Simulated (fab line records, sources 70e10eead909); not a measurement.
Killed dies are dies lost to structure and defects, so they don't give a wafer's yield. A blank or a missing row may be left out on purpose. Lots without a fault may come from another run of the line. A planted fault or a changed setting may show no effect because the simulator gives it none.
Chamber matching | flow nand_harc | NHARC_A_STAIRCASE_TRIM_12 on rie_diel-12: 4 sister chambers
The step chemistry O2, time 211.2 s. 16 wafers are shown with their chamber, then 8 later ones without.

WAFERS WITH THEIR CHAMBER
wafer  | chamber | drypump_motor_current_A (A) | showerhead_plenum_p_Torr (Torr) | o2_flow_sccm (sccm)
L074.1 | 2       | 6.1                         | 3.37                            | 498.5
L074.3 | 3       | 5.7                         | 3.42                            | 500.5
L074.6 | 2       | 6.1                         | 3.37                            | 498.0
L076.2 | 2       | 6.1                         | 3.37                            | 499.7
L076.3 | 0       | 6.6                         | 3.37                            | 499.2
L076.4 | 3       | 5.7                         | 3.42                            | 499.8
L079.1 | 1       | 5.2                         | 3.46                            | 498.3
L079.2 | 0       | 6.6                         | 3.36                            | 501.5
L079.6 | 1       | 5.2                         | 3.46                            | 499.9
L080.1 | 0       | 6.6                         | 3.36                            | 501.3
L080.4 | 3       | 5.8                         | 3.41                            | 501.1
L080.5 | 1       | 5.2                         | 3.46                            | 500.6
L088.3 | 0       | 6.6                         | 3.34                            | 501.0
L088.4 | 1       | 5.1                         | 3.44                            | 498.9
L088.6 | 1       | 5.2                         | 3.44                            | 499.1
L090.1 | 2       | 6.1                         | 3.34                            | 499.7

SIGNATURES (means of the wafers above)
reading                  | chamber 0 | chamber 1 | chamber 2 | chamber 3 | scatter within a chamber
drypump_motor_current_A  | 6.600     | 5.180     | 6.100     | 5.733     | 0.035
showerhead_plenum_p_Torr | 3.3575    | 3.4520    | 3.3625    | 3.4167    | 0.0119
o2_flow_sccm             | 500.750   | 499.360   | 498.975   | 500.467   | 0.896
Rule: a wafer's distance from a chamber is the root of the sum, over the readings, of the square of ((its reading less the chamber's mean) divided by the reading's scatter). The wafer belongs to the nearest chamber; if the next one is less than 2 further off, it can't be placed. The scatter: the root of (the sum of the squares of (reading less its chamber's mean) over the shown wafers, divided by (wafers less chambers)).

WAFERS WITHOUT THEIR CHAMBER
wafer  | drypump_motor_current_A (A) | showerhead_plenum_p_Torr (Torr) | o2_flow_sccm (sccm)
L090.4 | 6.6                         | 3.34                            | 501.5
L090.6 | 5.2                         | 3.44                            | 501.4
L092.3 | 5.8                         | 3.39                            | 498.9
L092.4 | 6.6                         | 3.34                            | 500.5
L092.5 | 5.2                         | 3.43                            | 498.9
L093.1 | 6.6                         | 3.34                            | 499.2
L093.2 | 5.8                         | 3.39                            | 501.4
L093.3 | 5.1                         | 3.43                            | 500.4

WHICH CHAMBER EACH WENT THROUGH
wafer  | from the rows above | in truth
L090.4 | 0                   | 0
L090.6 | 1                   | 1
L092.3 | 3                   | 3
L092.4 | 0                   | 0
L092.5 | 1                   | 1
L093.1 | 0                   | 0
L093.2 | 3                   | 3
L093.3 | 1                   | 1
Placed correctly: 8 of 8. Can't be placed from these rows: 0. Placed wrongly: 0.
